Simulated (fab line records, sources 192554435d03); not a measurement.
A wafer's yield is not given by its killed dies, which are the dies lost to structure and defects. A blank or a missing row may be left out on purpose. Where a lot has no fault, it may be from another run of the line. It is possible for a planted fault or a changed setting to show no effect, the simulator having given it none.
Split-lot experiment / flow n5 finfet / 7 lots, 21 wafers read, on a route of 1938 steps

== SPLIT DETAILS ==
At N5_BEOL_M13_TRENCH_ETCH_34 (etches SiOC in C4F8/O2/Ar, target depth 413.47 nm, time 162.6 s), the setting time s was moved away from the recipe's 162.6 s on 10 of the 21 wafers read, by -10.2% to +18.0%. For the rest of the wafers, this setting stayed at what the recipe calls for.

== FROM THE SPLIT TO THE READING: what the file shows between them, 10 steps ==
- N5_BEOL_M13_STRIP_70: strips in C4F8/O2/Ar
- N5_BEOL_M13_OCD_MEAS_35
- N5_BEOL_M13_STRIP_37: strips in N2/H2
- N5_BEOL_M13_ETCH_38: etches SiCN in CF4/N2, target depth 67.5 nm, time 71.9 s
- N5_BEOL_M13_ECD_47: material Cu, target thk 936 nm
- N5_BEOL_M13_ANNEAL_48: time 90 s
- N5_BEOL_M13_CMP_49: polishes, stops on SiOC, t overpolish 17.1 s, target thk 420 nm
- N5_BEOL_M13_THK_MEAS_50: measures by xrf
- N5_BEOL_M13_PRE_CLEAN_52: time 15 s
- N5_BEOL_M13_DEP_53: deposits SiCN from 3MS/NH3, target thk 50 nm, time 17.8 s

== THE READING ==
M13_RS (ohm/sq), read at N5_BEOL_M13_RS_MEAS_54 with a four-point probe. On this fab line, fault-free wafers typically give 0.0451 ohm/sq with a standard deviation of 0.00075 ohm/sq.

wafer=L075.1; tool, chamber at the split=rie diel-03, 3; time s as run, s=162.6; against the recipe=recipe; M13_RS, ohm/sq=0.0436; against lot-mates on the recipe=-
wafer=L075.2; tool, chamber at the split=rie diel-03, 2; time s as run, s=186.8; against the recipe=+14.9%; M13_RS, ohm/sq=0.0378; against lot-mates on the recipe=-0.0058
wafer=L075.4; tool, chamber at the split=rie diel-03, 0; time s as run, s=186.8; against the recipe=+14.9%; M13_RS, ohm/sq=0.0385; against lot-mates on the recipe=-0.0051
wafer=L080.3; tool, chamber at the split=rie diel-05, 3; time s as run, s=183.7; against the recipe=+13.0%; M13_RS, ohm/sq=0.0403; against lot-mates on the recipe=-0.0060
wafer=L080.5; tool, chamber at the split=rie diel-05, 1; time s as run, s=162.6; against the recipe=recipe; M13_RS, ohm/sq=0.0463; against lot-mates on the recipe=-
wafer=L080.6; tool, chamber at the split=rie diel-05, 0; time s as run, s=183.7; against the recipe=+13.0%; M13_RS, ohm/sq=0.0400; against lot-mates on the recipe=-0.0063
wafer=L082.1; tool, chamber at the split=rie diel-03, 0; time s as run, s=162.6; against the recipe=recipe; M13_RS, ohm/sq=0.0447; against lot-mates on the recipe=-
wafer=L082.3; tool, chamber at the split=rie diel-03, 2; time s as run, s=162.6; against the recipe=recipe; M13_RS, ohm/sq=0.0442; against lot-mates on the recipe=-
wafer=L082.4; tool, chamber at the split=rie diel-03, 1; time s as run, s=191.8; against the recipe=+18.0%; M13_RS, ohm/sq=0.0380; against lot-mates on the recipe=-0.0065
wafer=L084.2; tool, chamber at the split=rie diel-05, 1; time s as run, s=187.7; against the recipe=+15.4%; M13_RS, ohm/sq=0.0406; against lot-mates on the recipe=-0.0053
wafer=L084.3; tool, chamber at the split=rie diel-05, 2; time s as run, s=187.7; against the recipe=+15.4%; M13_RS, ohm/sq=0.0394; against lot-mates on the recipe=-0.0065
wafer=L084.4; tool, chamber at the split=rie diel-05, 0; time s as run, s=162.6; against the recipe=recipe; M13_RS, ohm/sq=0.0459; against lot-mates on the recipe=-
wafer=L091.1; tool, chamber at the split=rie diel-05, 3; time s as run, s=184.9; against the recipe=+13.7%; M13_RS, ohm/sq=0.0402; against lot-mates on the recipe=-0.0064
wafer=L091.3; tool, chamber at the split=rie diel-05, 1; time s as run, s=162.6; against the recipe=recipe; M13_RS, ohm/sq=0.0466; against lot-mates on the recipe=-
wafer=L091.6; tool, chamber at the split=rie diel-05, 2; time s as run, s=184.9; against the recipe=+13.7%; M13_RS, ohm/sq=0.0405; against lot-mates on the recipe=-0.0061
wafer=L092.1; tool, chamber at the split=rie diel-04, 1; time s as run, s=162.6; against the recipe=recipe; M13_RS, ohm/sq=0.0456; against lot-mates on the recipe=-
wafer=L092.5; tool, chamber at the split=rie diel-04, 3; time s as run, s=146; against the recipe=-10.2%; M13_RS, ohm/sq=0.0499; against lot-mates on the recipe=+0.0047
wafer=L092.6; tool, chamber at the split=rie diel-04, 2; time s as run, s=162.6; against the recipe=recipe; M13_RS, ohm/sq=0.0449; against lot-mates on the recipe=-
wafer=L095.3; tool, chamber at the split=rie diel-03, 0; time s as run, s=162.6; against the recipe=recipe; M13_RS, ohm/sq=0.0446; against lot-mates on the recipe=-
wafer=L095.4; tool, chamber at the split=rie diel-03, 2; time s as run, s=162.6; against the recipe=recipe; M13_RS, ohm/sq=0.0439; against lot-mates on the recipe=-
wafer=L095.6; tool, chamber at the split=rie diel-03, 1; time s as run, s=162.6; against the recipe=recipe; M13_RS, ohm/sq=0.0449; against lot-mates on the recipe=-

THE FIT
A straight line over all 21 wafers: M13_RS changes by -0.000391 ohm/sq for each +1% of time s; r = -0.96; the points scatter about the line by 0.00093 ohm/sq.
The same after taking each lot's own level away (the mean of its wafers on the recipe; 21 wafers): -0.000409 ohm/sq for each +1%; r = -0.99; scatter 0.00058 ohm/sq.
Per that fit: largest time s move, reading shift of 0.0073 ohm/sq.
The lots' own levels span 0.04360 to 0.04660 ohm/sq, that is 4.0 times the standard deviation above.
So the lot-to-lot level changes the slope little: the two slopes agree.
Check: -0.00748 ohm/sq against its lot-mates is what the line predicts for one of the wafers moved furthest among these (+18.0%) when that wafer is left out of the fit. Against them it came out at -0.00645 ohm/sq.

== THE WHOLE CHAIN: every reading that the file lists as answering this split, in the file's order ==
step=N5_BEOL_M13_TRENCH_ETCH_34; what it does=etches SiOC in C4F8/O2/Ar, target depth 413.47 nm, time 162.6 s; reading=etch.depth nm (the simulator's own value, which no gauge read); change (the file's fit)=+4.07 nm for each +1% of the setting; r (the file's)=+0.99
step=N5_BEOL_M13_OCD_MEAS_35; what it does=; reading=trench depth nm; change (the file's fit)=+4.07 nm for each +1% of the setting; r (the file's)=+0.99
step=N5_BEOL_M13_CMP_49; what it does=polishes, stops on SiOC, t overpolish 17.1 s, target thk 420 nm; reading=Cu_of_BEOL_M13_ECD_47.thk nm (the simulator's own value, which no gauge read); change (the file's fit)=+4.11 nm for each +1% of the setting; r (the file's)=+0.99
step=N5_BEOL_M13_THK_MEAS_50; what it does=measures by xrf; reading=M13_THK; change (the file's fit)=+4.09 for each +1% of the setting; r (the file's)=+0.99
step=N5_BEOL_M13_RS_MEAS_54; what it does=measures by four-point-probe; reading=M13_RS; change (the file's fit)=-0.000404 for each +1% of the setting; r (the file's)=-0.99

== FILE'S OWN FIT ==
M13_RS changes by -0.000404 ohm/sq for each +1% of time s, r = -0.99.
